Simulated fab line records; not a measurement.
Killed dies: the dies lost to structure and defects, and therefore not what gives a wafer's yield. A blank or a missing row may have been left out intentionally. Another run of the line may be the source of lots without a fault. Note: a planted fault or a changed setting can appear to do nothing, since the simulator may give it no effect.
fab line records	flow nandHarc
[record] lots = 13	wafers = 38	lastDay = 25
route steps=1159 shown P_CONTACT@234 END@1159
lots untouched by any fault: they come from a run of this same line in which no faults occurred
startH: hours from the record's first day to the start of the lot's first wafer shown	waitH: hours elapsed since this lot's preceding step	" the same as in the row above	L1.1+2: one row covering several wafers at once	- no value, or no start was given	* or withheld: withheld	< > ~ a bound
route shown NAME@n: names a module that has steps shown in the file, with the first one's number in the route	usual: mean/standard deviation taken from wafers without a fault	same: alike in all rows	chamber/n: place in a boat	sites: readings site by site	_std_site: their standard deviation	_edge_site: mean of outer sites minus mean of inner sites	radiusMm: for every site, how far away it sits from the centre of the wafer	mask NAME#n: copy n	behind: the last tool/chamber to shape the wafer	hold: reason for holding the lot/hours on hold/outcome of the hold	device: the transistor (n, p or np) that didn't switch	end of line: tests of these same wafers at the route's end	a step with no rows: only its recipe	killed: dies that structure and defects cost at the first sort, which is not the same as the wafer's yield	map: shows each die of a wafer: x if killed, . if not, _ if none is there
set.NAME: the setting the step ran with; set.NAME@STEP: the setting that earlier step ran with	model.NAME: the simulator's own value behind a step, which no gauge read
one table for each step of the route and one row for each wafer, over a sample of lots
services: the hour from which a tool's chamber was out of use, counted from the record's first day as startH (under 0 if before that day), plus the number of hours and why
[[steps]]
[step NHARC_P_CONTACT_INSPECT_14]
[usual] rawDefectCount = 3.5/2.1
lot.wafer	tool	chamber	startH	waitH	rawDefectCount
L323.4	defectInspect-01	-	123.68	0.0	3
L323.5	"	-	"	"	4
L323.6	"	-	"	"	0
L326.1	defectInspect-01	-	138.10	0.0	4
L326.3	"	-	"	"	2
L326.6	"	-	"	"	4
L329.3	defectInspect-02	-	155.78	0.0	4
L329.5	"	-	"	"	7
L329.6	"	-	"	"	7
L328.2	defectInspect-02	-	156.26	0.0	7
L328.4	"	-	"	"	2
L328.5	"	-	"	"	7
L327.2	defectInspect-02	-	157.10	0.0	2
L327.3	"	-	"	"	0
L327.4	"	-	"	"	2
L330.1	defectInspect-02	-	164.43	0.0	0
L330.5	"	-	"	"	3
L330.6	"	-	"	"	1
L332.2	defectInspect-02	-	172.89	0.0	2
L332.3	"	-	"	"	5
L332.4	"	-	"	"	4
L333.1	defectInspect-02	-	190.32	0.0	1
L333.2	"	-	"	"	3
L333.4	"	-	"	"	3
L334.1	defectInspect-02	-	192.22	0.0	2
L334.4	"	-	"	"	1
L334.5	"	-	"	"	4
L338.1	defectInspect-01	-	203.38	0.0	3
L338.3	"	-	"	"	2
L338.4	"	-	"	"	3
L340.1	defectInspect-02	-	218.17	0.0	4
L340.4	"	-	"	"	4
L340.6	"	-	"	"	4
L342.1	defectInspect-02	-	232.24	0.0	3
L342.4	"	-	"	"	1
L343.1	defectInspect-02	-	243.00	0.0	2
L343.3	"	-	"	"	5
L343.4	"	-	"	"	4
[step NHARC_P_CONTACT_ETCH_36]
[recipe] targetDepthA = 2600	overEtchFrac = 0.25	timeS = 406.25	ionEnergyEv = 200	n2FlowSccm = 150	h2FlowSccm = 150	arFlowSccm = 0	rfW = 400	biasW = 150	chemistry = N2/H2
[usual] drypumpMotorCurrentA = 5.8/0.33	oesProductAu = 1.001/0.01	rfVppV = 431.3/2.9	showerheadPlenumPTorr = 2.07/0.099	throttleValvePct = 14.169/0.0092
lot.wafer	tool	chamber	startH	waitH	drypumpMotorCurrentA	oesProductAu	rfHoursCounterH	rfVppV	showerheadPlenumPTorr	throttleValvePct
L323.4	rieDiel-01	3	-	-	5.5	0.989	14	434.0	2.17	14.165
L323.5	"	1	"	"	6.1	0.980	-	435.1	2.18	14.168
L323.6	"	2	"	"	5.2	0.991	-	427.9	1.93	14.166
L326.1	rieDiel-04	0	-	-	6.3	1.005	7	433.3	2.14	14.173
L326.3	"	3	"	"	5.9	1.001	5	433.0	2.10	14.185
L326.6	"	0	"	"	6.3	0.985	-	433.8	2.14	14.181
L329.3	rieDiel-13	1	-	-	6.0	0.982	6	427.7	1.94	14.172
L329.6	"	3	"	"	5.6	1.008	-	433.7	2.09	14.154
L329.5	"	0	"	"	5.8	1.015	-	434.0	2.17	14.174
L328.4	rieDiel-04	1	-	-	5.9	0.995	16	426.7	1.93	14.178
L328.2	"	0	"	"	6.4	0.992	15	433.8	2.13	14.180
L328.5	"	1	"	"	5.9	0.999	-	426.5	1.93	14.176
L327.4	rieDiel-01	2	-	-	5.1	0.996	1	428.7	1.93	14.157
L327.3	"	0	"	"	5.9	1.013	1	429.9	2.01	14.176
L327.2	"	1	"	"	6.1	1.003	1	434.3	2.18	14.172
L330.1	rieDiel-01	1	-	-	6.1	1.010	2	434.2	2.18	14.162
L330.6	"	2	"	"	5.2	0.992	-	428.0	1.93	14.148
L330.5	"	3	"	"	5.5	0.995	-	436.0	2.17	14.181
L332.2	rieDiel-01	2	-	-	5.1	0.987	3	428.2	1.93	14.174
L332.3	"	0	"	"	5.9	1.009	2	430.1	2.01	14.162
L332.4	"	1	"	"	6.1	1.006	3	434.9	2.18	14.175
L333.4	rieDiel-01	2	-	-	5.1	0.993	5	428.0	1.93	14.167
L333.2	"	3	"	"	5.5	0.985	4	434.6	2.17	14.176
L333.1	"	0	"	"	5.9	1.019	3	428.8	2.01	14.165
L334.1	rieDiel-01	2	-	-	5.2	0.990	6	426.9	1.93	14.172
L334.4	"	0	"	"	5.9	1.020	-	429.6	2.01	14.174
L334.5	"	2	"	"	5.2	0.985	-	427.6	1.93	14.163
L338.4	rieDiel-01	3	-	-	5.5	1.013	6	432.4	2.17	14.165
L338.1	"	1	"	"	6.1	1.013	6	435.1	2.18	14.167
L338.3	"	2	"	"	5.1	1.000	7	425.5	1.93	14.187
L340.1	rieDiel-13	1	-	-	6.0	0.999	11	427.6	1.94	14.160
L340.4	"	0	"	"	5.8	1.015	-	432.3	2.17	14.168
L340.6	"	3	"	"	5.6	0.999	-	431.5	2.09	14.165
L342.1	rieDiel-01	1	-	-	6.1	1.000	9	435.6	2.18	14.160
L342.4	"	3	"	"	5.5	0.991	8	434.2	2.17	14.181
L343.4	rieDiel-01	2	-	-	5.2	1.003	11	428.0	1.93	14.170
L343.3	"	3	"	"	5.4	1.001	9	434.5	2.17	14.161
L343.1	"	1	"	"	6.1	1.013	11	435.5	2.18	14.178
[step NHARC_P_CONTACT_STRIP_28]
[recipe] o2FlowSccm = 500	arFlowSccm = 0	biasW = 0	chemistry = O2
[usual] drypumpMotorCurrentA = 5.85/0.28	oesProductAu = 1.000/0.01	rfVppV = 58.0/0.84	showerheadPlenumPTorr = 3.58/0.15	throttleValvePct = 17.037/0.01
lot.wafer	tool	chamber	startH	waitH	drypumpMotorCurrentA	oesProductAu	rfHoursCounterH	rfVppV	showerheadPlenumPTorr	throttleValvePct
L323.4	rieDiel-04	1	124.73	0.1	5.85	0.997	2	58.6	3.36	17.027
L323.5	"	2	"	"	5.97	0.997	-	59.4	3.55	17.028
L323.6	"	3	"	"	5.87	1.008	-	57.8	3.62	17.029
L326.3	rieDiel-04	0	139.13	0.1	6.35	0.993	7	58.8	3.68	17.041
L326.1	"	1	"	"	5.89	0.998	9	57.6	3.35	17.042
L326.6	"	0	"	"	6.31	1.000	-	58.9	3.68	17.025
L329.3	rieDiel-13	2	157.27	0.1	6.08	1.010	4	59.3	3.67	17.027
L329.6	"	2	"	"	6.08	1.018	-	59.0	3.67	17.037
L329.5	"	3	"	"	5.61	1.015	-	56.8	3.62	17.020
L328.4	rieDiel-13	3	157.45	0.1	5.61	1.007	6	58.3	3.62	17.023
L328.2	"	0	"	"	5.82	1.005	6	58.5	3.74	17.037
L328.5	"	3	"	"	5.62	1.001	-	57.6	3.62	17.037
L327.4	rieDiel-13	1	158.12	0.1	6.05	0.990	6	56.9	3.37	17.016
L327.2	"	2	"	"	6.06	1.005	4	57.8	3.67	17.047
L327.3	"	0	"	"	5.82	1.008	6	57.9	3.74	17.033
L330.1	rieDiel-13	1	165.44	0.1	6.01	0.986	6	57.0	3.37	17.047
L330.6	"	1	"	"	6.01	0.984	-	57.7	3.37	17.026
L330.5	"	2	"	"	6.08	0.999	-	57.8	3.67	17.024
L332.4	rieDiel-13	3	173.90	0.1	5.61	1.000	7	58.8	3.61	17.042
L332.2	"	0	"	"	5.82	1.004	7	57.6	3.74	17.023
L332.3	"	1	"	"	6.01	0.989	7	57.4	3.37	17.033
L333.2	rieDiel-01	1	191.34	0.1	6.10	1.004	4	57.1	3.75	17.044
L333.4	"	2	"	"	5.17	1.006	5	57.4	3.36	17.022
L333.1	"	3	"	"	5.43	0.987	5	59.3	3.73	17.037
L334.1	rieDiel-01	1	193.60	0.1	6.10	1.003	5	57.5	3.74	17.013
L334.4	"	2	"	"	5.17	1.000	-	57.1	3.36	17.038
L334.5	"	1	"	"	6.12	1.011	-	57.0	3.74	17.055
L338.1	rieDiel-13	2	204.44	0.1	6.09	0.991	8	58.7	3.66	17.040
L338.3	"	0	"	"	5.86	1.001	10	58.2	3.73	17.051
L338.4	"	1	"	"	6.01	0.995	10	58.0	3.37	17.051
L340.1	rieDiel-13	1	220.07	0.3	6.00	0.993	12	58.1	3.37	17.015
L340.4	"	3	"	"	5.62	1.010	-	57.5	3.61	17.039
L340.6	"	0	"	"	5.85	1.018	-	59.0	3.73	17.038
L342.1	rieDiel-13	2	233.27	0.1	6.07	0.993	9	57.2	3.66	17.037
L342.4	"	1	"	"	5.99	0.995	-	57.1	3.37	17.032
L343.4	rieDiel-13	2	244.02	0.1	6.06	1.001	10	58.8	3.66	17.052
L343.1	"	0	"	"	5.81	1.016	14	58.5	3.73	17.049
L343.3	"	1	"	"	6.02	0.994	14	57.7	3.37	17.040
[step NHARC_P_CONTACT_ALD_22]
[recipe] targetThkA = 30	pulseTimeS = 1	aldCycles = 150	tempC = 450	material = TiN
[usual] aldCycles = 150/0	heaterPowerOuterW = 732/82	heaterPowerW = 1163/100	precursorPulseHeightRel = 0.999/0.021
[same] pulseTimeS = 1
lot.wafer	tool	chamber	startH	waitH	aldCycles	heaterPowerOuterW	heaterPowerW	precursorPulseHeightRel
L323.4	aldMetal-03	0	125.56	-	150	662	1041	0.978
L323.5	"	0	"	"	150	648	1099	1.001
L323.6	"	1	"	"	150	774	1242	1.006
L326.1	aldMetal-03	3	140.04	-	150	936	1419	0.989
L326.3	"	0	"	"	150	677	1074	1.025
L326.6	"	2	"	"	150	655	1083	0.990
L329.3	aldMetal-03	3	158.25	-	150	898	1381	0.965
L329.5	"	2	"	"	150	653	1108	1.008
L329.6	"	3	"	"	150	884	1301	0.996
L328.4	aldMetal-01	0	158.35	-	150	756	1243	1.015
L328.2	"	2	"	"	150	753	1234	0.998
L328.5	"	0	"	"	150	788	1188	1.004
L327.2	aldMetal-03	0	159.00	-	150	680	1105	1.017
L327.4	"	1	"	"	150	769	1243	1.007
L327.3	"	2	"	"	150	645	1108	0.963
L330.1	aldMetal-04	3	166.39	-	150	724	1173	1.015
L330.6	"	0	"	"	150	682	1033	0.981
L330.5	"	1	"	"	150	839	1276	1.022
L332.3	aldMetal-01	1	174.81	-	150	624	978	0.987
L332.2	"	2	"	"	150	735	1218	0.981
L332.4	"	2	"	"	150	731	1212	1.015
L333.2	aldMetal-03	1	192.22	-	150	792	1254	1.004
L333.4	"	2	"	"	150	663	1089	1.015
L333.1	"	3	"	"	150	876	1371	1.015
L334.1	aldMetal-01	2	194.53	-	150	730	1235	1.024
L334.5	"	3	"	"	150	772	1106	1.017
L334.4	"	0	"	"	150	769	1236	0.989
L338.1	aldMetal-01	0	205.34	-	150	771	1197	0.987
L338.3	"	2	"	"	150	715	1242	1.015
L338.4	"	3	"	"	150	779	1139	1.000
L340.1	aldMetal-01	2	221.20	-	150	719	1215	1.048
L340.4	"	0	"	"	127	777	1247	0.981
L340.6	"	2	"	"	150	714	1251	1.013
L342.1	aldMetal-01	1	234.18	-	150	626	1031	0.990
L342.4	"	2	"	"	127	748	1211	0.991
L343.4	aldMetal-01	1	244.91	-	127	615	998	1.000
L343.3	"	2	"	"	150	731	1199	1.022
L343.1	"	0	"	"	150	767	1239	0.999
[step NHARC_END_SORT_01]
[recipe] tempC = 25
[usual] killedAtArray = 27/12	killedAtOther = 0.8/1	killedAtPeriphery = 4.0/2.5	killedDies = 32/11	killedOpen = 3.3/1.8	killedShort = 2.0/1.5
[same] grossDies = 677
lot.wafer	tool	chamber	startH	waitH	killedAtArray	killedAtOther	killedAtPeriphery	killedDies	killedOpen	killedShort
L323.4	prober-02	0	454.03	3.5	19	1	1	21	7	1
L323.5	prober-02	0	454.85	3.8	14	0	8	22	5	1
L323.6	prober-02	0	455.66	4.1	31	0	2	33	5	1
L326.1	prober-02	0	467.31	2.5	38	0	6	44	3	5
L326.3	prober-02	0	468.90	3.1	44	1	4	49	5	4
L326.6	prober-02	0	471.29	4.0	34	0	3	37	3	1
L328.2	prober-01	0	472.94	2.8	40	2	3	45	3	3
L328.4	prober-01	0	474.54	3.4	26	1	0	27	1	0
L328.5	prober-01	0	475.34	3.7	26	2	5	33	2	4
L329.3	prober-02	0	477.94	3.1	21	3	4	28	5	1
L329.5	prober-02	0	479.56	3.7	19	2	7	28	2	0
L329.6	prober-02	0	480.37	4.0	21	0	10	31	2	2
L327.2	prober-02	0	489.40	2.8	39	0	2	41	1	2
L327.3	prober-02	0	490.22	3.1	44	0	1	45	4	3
L327.4	prober-02	0	491.03	3.4	34	0	1	35	5	2
L332.2	prober-01	0	489.44	2.8	23	0	1	24	1	2
L332.3	prober-01	0	490.26	3.1	24	0	8	32	4	1
L332.4	prober-01	0	491.07	3.5	28	0	7	35	9	3
L330.1	prober-02	0	496.45	2.5	26	1	2	29	5	2
L330.5	prober-02	0	499.62	3.7	29	0	2	31	5	2
L330.6	prober-02	0	500.41	4.0	23	2	2	27	5	2
L333.1	prober-02	0	504.21	2.5	31	0	2	33	3	2
L333.2	prober-02	0	505.00	2.8	46	2	4	52	4	6
L333.4	prober-02	0	506.59	3.4	41	0	2	43	4	0
L334.1	prober-01	0	507.74	2.5	15	0	1	16	1	1
L334.4	prober-01	0	510.10	3.4	29	0	3	32	3	2
L334.5	prober-01	0	510.88	3.6	9	0	2	11	3	1
L338.1	prober-01	0	543.91	2.5	38	1	3	42	6	1
L338.3	prober-01	0	545.52	3.1	51	0	2	53	5	0
L338.4	prober-01	0	546.32	3.4	49	0	2	51	3	1
L340.1	prober-02	0	549.71	2.5	23	2	4	29	4	2
L340.4	prober-02	0	552.13	3.4	18	2	5	25	5	2
L340.6	prober-02	0	553.74	4.0	26	3	3	32	0	7
L342.1	prober-01	0	559.59	2.5	34	0	0	34	1	1
L342.4	prober-01	0	561.97	3.4	39	1	4	44	5	2
L343.1	prober-02	0	588.29	2.5	21	1	7	29	4	3
L343.3	prober-02	0	589.89	3.1	21	2	6	29	1	3
L343.4	prober-02	0	590.69	3.4	14	2	7	23	3	0
// killed by level:class
L323.4 A_SLIT:chamberFilmFlake=5 A_CONTACT:geometricParticle:open=4 A_CHANNEL_HOLE_D1:chamberFilmFlake=4 A_CHANNEL_HOLE_D1:geometricParticle:short=1 A_WL_FILL:geometricParticle:open=1 A_M0:geometricParticle:open=1 STARTING-WAFER:geometricParticle:open=1 A_STAIRCASE:chamberFilmFlake=1
L323.5 A_SLIT:chamberFilmFlake=8 P_CONTACT:chamberFilmFlake=3 A_CHANNEL_HOLE_D1:chamberFilmFlake=2 A_STAIRCASE:chamberFilmFlake=2 P_STI:geometricParticle:open=1 P_GATE:geometricParticle:short=1 P_CONTACT:geometricParticle:open=1 P_M0:geometricParticle:open=1
L323.6 A_SLIT:chamberFilmFlake=13 A_M0:geometricParticle:open=3 A_CHANNEL_HOLE_D1:chamberFilmFlake=3 A_STAIRCASE:chamberFilmFlake=3 A_CONTACT:chamberFilmFlake=3 A_M0:chamberFilmFlake=2 P_STI:geometricParticle:open=1 A_SOURCE_PLATE:geometricParticle:short=1
L326.1 A_CHANNEL_HOLE_D1:chamberFilmFlake=18 A_SLIT:chamberFilmFlake=11 A_WL_FILL:geometricParticle:short=2 P_GATE:chamberFilmFlake=2 A_M1:chamberFilmFlake=2 P_CONTACT:geometricParticle:short=1 P_M0:geometricParticle:open=1 P_M1:geometricParticle:open=1
L326.3 A_CHANNEL_HOLE_D1:chamberFilmFlake=16 A_SLIT:chamberFilmFlake=13 A_STAIRCASE:chamberFilmFlake=5 A_M0:geometricParticle:open=3 A_M1:chamberFilmFlake=2 P_STI:geometricParticle:open=1 P_CONTACT:geometricParticle:open=1 A_ONON_D1:geometricParticle:short=1
L326.6 A_CHANNEL_HOLE_D1:chamberFilmFlake=16 A_SLIT:chamberFilmFlake=8 A_STAIRCASE:chamberFilmFlake=3 P_ZERO_WELL:chamberFilmFlake=2 A_CONTACT:chamberFilmFlake=2 P_M1:geometricParticle:short=1 A_CHANNEL_FILL_D1:geometricParticle:open=1 A_CONTACT:geometricParticle:open=1
L328.2 A_CHANNEL_HOLE_D1:chamberFilmFlake=23 A_STAIRCASE:chamberFilmFlake=10 P_GATE:chamberFilmFlake=2 THIN_TSV:chamberFilmFlake=2 A_ONON_D1:geometricParticle:short=1 A_CHANNEL_HOLE_D1:geometricParticle:open=1 A_SGD_CUT:geometricParticle:short=1 A_WL_FILL:geometricParticle:short=1
L328.4 A_CHANNEL_HOLE_D1:chamberFilmFlake=9 A_STAIRCASE:chamberFilmFlake=9 A_CONTACT:chamberFilmFlake=5 A_BLC:geometricParticle:open=1 A_ZERO_WELL:chamberFilmFlake=1 A_SLIT:chamberFilmFlake=1 THIN_TSV:chamberFilmFlake=1
L328.5 A_CHANNEL_HOLE_D1:chamberFilmFlake=10 A_STAIRCASE:chamberFilmFlake=6 P_GATE:chamberFilmFlake=4 A_CONTACT:chamberFilmFlake=4 A_CONTACT:geometricParticle:open=2 A_CHANNEL_HOLE_D1:geometricParticle:short=1 A_WL_FILL:geometricParticle:short=1 A_CONTACT:geometricParticle:short=1
L329.3 A_SLIT:chamberFilmFlake=8 A_CHANNEL_HOLE_D1:chamberFilmFlake=3 A_STAIRCASE:chamberFilmFlake=3 A_CONTACT:geometricParticle:open=2 P_GATE:chamberFilmFlake=2 THIN_TSV:chamberFilmFlake=2 P_CONTACT:geometricParticle:open=1 A_SOURCE_PLATE:geometricParticle:open=1
L329.5 A_SLIT:chamberFilmFlake=10 A_STAIRCASE:chamberFilmFlake=3 A_M1:chamberFilmFlake=3 P_M0:geometricParticle:open=2 P_STI:chamberFilmFlake=2 P_GATE:chamberFilmFlake=2 A_CHANNEL_HOLE_D1:chamberFilmFlake=2 THIN_TSV:chamberFilmFlake=2
L329.6 A_SLIT:chamberFilmFlake=9 P_GATE:chamberFilmFlake=6 A_STAIRCASE:chamberFilmFlake=6 A_M0:geometricParticle:short=2 P_ZERO_WELL:chamberFilmFlake=2 A_CHANNEL_HOLE_D1:chamberFilmFlake=2 P_CONTACT:geometricParticle:open=1 P_M0:geometricParticle:open=1
L327.2 A_CHANNEL_HOLE_D1:chamberFilmFlake=14 A_SLIT:chamberFilmFlake=13 A_STAIRCASE:chamberFilmFlake=5 A_CONTACT:chamberFilmFlake=3 P_M1:geometricParticle:short=1 A_ONON_D1:geometricParticle:short=1 A_M0:geometricParticle:open=1 P_STI:chamberFilmFlake=1
L332.2 A_CHANNEL_HOLE_D1:chamberFilmFlake=16 A_CONTACT:chamberFilmFlake=3 A_CHANNEL_FILL_D1:geometricParticle:short=1 A_WL_FILL:geometricParticle:short=1 A_M0:geometricParticle:open=1 P_M2:chamberFilmFlake=1 A_STAIRCASE:chamberFilmFlake=1
L327.3 A_CHANNEL_HOLE_D1:chamberFilmFlake=22 A_SLIT:chamberFilmFlake=8 A_CONTACT:chamberFilmFlake=4 A_STAIRCASE:chamberFilmFlake=2 A_WL_FILL:chamberFilmFlake=2 P_M0:geometricParticle:open=1 A_CHANNEL_HOLE_D1:geometricParticle:short=1 A_WL_FILL:geometricParticle:short=1
L332.3 A_CHANNEL_HOLE_D1:chamberFilmFlake=14 P_M2:chamberFilmFlake=5 A_ZERO_WELL:chamberFilmFlake=3 P_GATE:chamberFilmFlake=2 A_ONON_D1:geometricParticle:short=1 A_CHANNEL_HOLE_D1:geometricParticle:open=1 A_STAIRCASE:geometricParticle:open=1 A_SGD_CUT:geometricParticle:open=1
L327.4 A_CHANNEL_HOLE_D1:chamberFilmFlake=11 A_SLIT:chamberFilmFlake=8 A_STAIRCASE:chamberFilmFlake=7 A_CONTACT:geometricParticle:open=3 A_CHANNEL_FILL_D1:geometricParticle:short=2 A_CHANNEL_HOLE_D1:geometricParticle:open=1 A_STAIRCASE:geometricParticle:open=1 P_STI:chamberFilmFlake=1
L332.4 A_CHANNEL_HOLE_D1:chamberFilmFlake=12 A_CONTACT:geometricParticle:open=5 P_M2:chamberFilmFlake=5 A_STAIRCASE:chamberFilmFlake=2 A_SOURCE_PLATE:geometricParticle:short=1 A_ONON_D1:geometricParticle:short=1 A_ONON_D1:geometricParticle:open=1 A_CHANNEL_FILL_D1:geometricParticle:open=1
L330.1 A_SLIT:chamberFilmFlake=10 A_CHANNEL_HOLE_D1:chamberFilmFlake=7 A_CONTACT:geometricParticle:open=4 A_CONTACT:chamberFilmFlake=2 P_CONTACT:geometricParticle:short=1 A_SGD_CUT:geometricParticle:short=1 P_M1:chamberFilmFlake=1 STARTING-WAFER:geometricParticle:open=1
L330.5 A_SLIT:chamberFilmFlake=7 A_CONTACT:chamberFilmFlake=6 A_WL_FILL:chamberFilmFlake=4 A_CONTACT:geometricParticle:open=3 A_CHANNEL_HOLE_D1:chamberFilmFlake=3 P_STI:chamberFilmFlake=2 A_ONON_D1:geometricParticle:open=1 A_SGD_CUT:geometricParticle:short=1
L330.6 A_SLIT:chamberFilmFlake=6 A_CHANNEL_HOLE_D1:chamberFilmFlake=5 A_CONTACT:chamberFilmFlake=3 P_CONTACT:geometricParticle:open=2 A_SOURCE_PLATE:geometricParticle:open=2 A_STAIRCASE:chamberFilmFlake=2 A_WL_FILL:chamberFilmFlake=2 THIN_TSV:chamberFilmFlake=2
L333.1 A_CHANNEL_HOLE_D1:chamberFilmFlake=13 A_SLIT:chamberFilmFlake=10 A_WL_FILL:chamberFilmFlake=2 P_CONTACT:geometricParticle:short=1 P_M0:geometricParticle:open=1 A_CHANNEL_FILL_D1:geometricParticle:short=1 A_CONTACT:geometricParticle:open=1 A_M0:geometricParticle:open=1
L333.2 A_CHANNEL_HOLE_D1:chamberFilmFlake=21 A_SLIT:chamberFilmFlake=10 A_STAIRCASE:chamberFilmFlake=4 P_CONTACT:geometricParticle:short=2 A_WL_FILL:geometricParticle:short=2 A_CONTACT:chamberFilmFlake=2 P_CONTACT:geometricParticle:open=1 P_M2:geometricParticle:open=1
L333.4 A_CHANNEL_HOLE_D1:chamberFilmFlake=21 A_SLIT:chamberFilmFlake=14 A_STAIRCASE:chamberFilmFlake=2 A_CONTACT:chamberFilmFlake=2 P_GATE:geometricParticle:open=1 P_M0:geometricParticle:open=1 A_ONON_D1:geometricParticle:open=1 A_CHANNEL_FILL_D1:geometricParticle:open=1
L334.1 A_CHANNEL_HOLE_D1:chamberFilmFlake=5 A_CONTACT:chamberFilmFlake=4 A_BLC:chamberFilmFlake=3 A_STAIRCASE:geometricParticle:open=1 A_CONTACT:geometricParticle:short=1 P_GATE:chamberFilmFlake=1 A_STAIRCASE:chamberFilmFlake=1
L334.4 A_CHANNEL_HOLE_D1:chamberFilmFlake=8 A_STAIRCASE:chamberFilmFlake=8 A_BLC:chamberFilmFlake=7 P_M0:geometricParticle:open=1 P_M0:geometricParticle:short=1 A_SGD_CUT:geometricParticle:short=1 A_WL_FILL:geometricParticle:open=1 A_CONTACT:geometricParticle:open=1
L334.5 A_CHANNEL_HOLE_D1:chamberFilmFlake=5 A_M1:geometricParticle:open=2 P_GATE:chamberFilmFlake=2 A_SGD_CUT:geometricParticle:short=1 A_BLC:geometricParticle:open=1
L338.1 A_CHANNEL_HOLE_D1:chamberFilmFlake=20 A_SLIT:chamberFilmFlake=11 A_WL_FILL:geometricParticle:open=2 P_CONTACT:geometricParticle:open=1 P_M0:geometricParticle:open=1 A_CHANNEL_FILL_D1:geometricParticle:open=1 A_M0:geometricParticle:open=1 A_M1:geometricParticle:short=1
L338.3 A_CHANNEL_HOLE_D1:chamberFilmFlake=20 A_SLIT:chamberFilmFlake=17 A_CONTACT:chamberFilmFlake=6 A_M0:geometricParticle:open=4 A_STAIRCASE:chamberFilmFlake=3 A_CONTACT:geometricParticle:open=1 P_M0:chamberFilmFlake=1 P_M1:chamberFilmFlake=1
L338.4 A_CHANNEL_HOLE_D1:chamberFilmFlake=25 A_SLIT:chamberFilmFlake=17 A_CONTACT:geometricParticle:open=2 A_STAIRCASE:chamberFilmFlake=2 A_CONTACT:chamberFilmFlake=2 P_M2:geometricParticle:open=1 A_M0:geometricParticle:short=1 P_ZERO_WELL:chamberFilmFlake=1
L340.1 A_STAIRCASE:chamberFilmFlake=6 A_CHANNEL_HOLE_D1:chamberFilmFlake=5 A_CONTACT:chamberFilmFlake=4 A_BLC:chamberFilmFlake=4 A_CONTACT:geometricParticle:open=2 P_STI:chamberFilmFlake=2 P_STI:geometricParticle:open=1 A_WL_FILL:geometricParticle:short=1
L340.4 A_CONTACT:chamberFilmFlake=9 P_STI:chamberFilmFlake=3 P_M0:geometricParticle:open=2 A_WL_FILL:geometricParticle:short=2 A_CHANNEL_HOLE_D1:chamberFilmFlake=2 THIN_TSV:chamberFilmFlake=2 A_CHANNEL_FILL_D1:geometricParticle:open=1 A_BLC:geometricParticle:open=1
L340.6 A_CONTACT:chamberFilmFlake=7 A_BLC:chamberFilmFlake=7 A_CHANNEL_HOLE_D1:chamberFilmFlake=3 THIN_TSV:chamberFilmFlake=3 A_ONON_D1:geometricParticle:short=2 A_WL_FILL:geometricParticle:short=2 P_M0:chamberFilmFlake=2 A_SOURCE_PLATE:geometricParticle:short=1
L342.1 A_CONTACT:chamberFilmFlake=10 A_CHANNEL_HOLE_D1:chamberFilmFlake=8 A_SLIT:chamberFilmFlake=8 A_STAIRCASE:chamberFilmFlake=6 A_CONTACT:geometricParticle:open=1 A_M0:geometricParticle:short=1
L342.4 A_SLIT:chamberFilmFlake=16 A_CONTACT:chamberFilmFlake=9 A_CHANNEL_HOLE_D1:chamberFilmFlake=5 A_STAIRCASE:chamberFilmFlake=4 A_M1:chamberFilmFlake=2 P_STI:geometricParticle:short=1 P_GATE:geometricParticle:short=1 P_M0:geometricParticle:open=1
L343.1 A_CHANNEL_HOLE_D1:chamberFilmFlake=8 P_M1:chamberFilmFlake=5 P_CONTACT:geometricParticle:open=2 A_STAIRCASE:chamberFilmFlake=2 A_SLIT:chamberFilmFlake=2 A_SOURCE_PLATE:geometricParticle:short=1 A_CHANNEL_FILL_D1:geometricParticle:short=1 A_CHANNEL_FILL_D1:geometricParticle:open=1
L343.3 A_CHANNEL_HOLE_D1:chamberFilmFlake=7 A_CONTACT:chamberFilmFlake=5 P_GATE:chamberFilmFlake=3 A_STAIRCASE:chamberFilmFlake=3 P_M1:chamberFilmFlake=2 A_SLIT:chamberFilmFlake=2 THIN_TSV:chamberFilmFlake=2 P_GATE:geometricParticle:short=1
L343.4 P_M1:chamberFilmFlake=5 A_CHANNEL_HOLE_D1:chamberFilmFlake=4 A_CONTACT:chamberFilmFlake=3 A_CONTACT:geometricParticle:open=2 P_GATE:chamberFilmFlake=2 THIN_TSV:chamberFilmFlake=2 A_CHANNEL_FILL_D1:geometricParticle:open=1 A_ZERO_WELL:chamberFilmFlake=1
[[services]]
tool	chamber	startH	hours	kind
aldMetal-01	-	102.00	10.0	pm
rieDiel-13	2	103.82	15.6	repair
rieDiel-13	0	108.00	-	clean
rieDiel-13	1	108.00	-	clean
rieDiel-13	3	108.00	-	clean
rieDiel-04	-	111.90	9.0	pm
aldMetal-03	-	112.48	0.7	repair
rieDiel-01	0	116.80	-	clean
rieDiel-01	1	116.80	-	clean
rieDiel-01	2	116.80	-	clean
aldMetal-01	1	121.01	10.9	repair
rieDiel-01	-	137.80	9.0	pm
aldMetal-03	-	144.00	10.0	pm
rieDiel-13	1	167.23	4.1	repair
aldMetal-01	3	174.21	3.5	repair
rieDiel-13	0	176.22	11.7	repair
aldMetal-03	3	180.68	1.7	repair
aldMetal-01	1	181.80	41.9	repair
rieDiel-04	3	202.68	26.3	repair
aldMetal-04	-	206.34	1.7	repair
rieDiel-04	-	206.60	0.8	repair
rieDiel-13	2	214.62	8.7	repair
aldMetal-04	-	228.00	10.0	pm
rieDiel-13	3	230.93	6.9	repair
[[key]]
[firstSign] step = NHARC_P_CONTACT_ALD_22	reading = aldCycles	direction = down	sigmas = 99+	usual = 150	struck = 127
effect none on later readings
metAt NHARC_P_CONTACT_ALD_22
struckLots L340,L342,L343
struckWafers L340.4,L342.4,L343.4
testerLeftOut L340,L342,L343
notActingAt NHARC_P_CONTACT_INSPECT_14,NHARC_P_CONTACT_ETCH_36,NHARC_P_CONTACT_STRIP_28
onsetBetween 205.34 221.20
[fault] kind = processParameterDrift	tool = aldMetal-01	chamber = -	onsetH = 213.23	steps = NHARC_P_CONTACT_ALD_22	channel = aldCycles	offset = -23	shape = step	endH = 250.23	scope = struckWafersOnly	actsIn = theseRecipesOnly	stated = 150
// testerLeftOut: of these lots the tester's yield and bins aren't shown, on N5 and GAA mostly nor the transistor test; their killed dies are dies lost to structure and defects alone, not to doping, threshold or leakage, so they don't give the yield
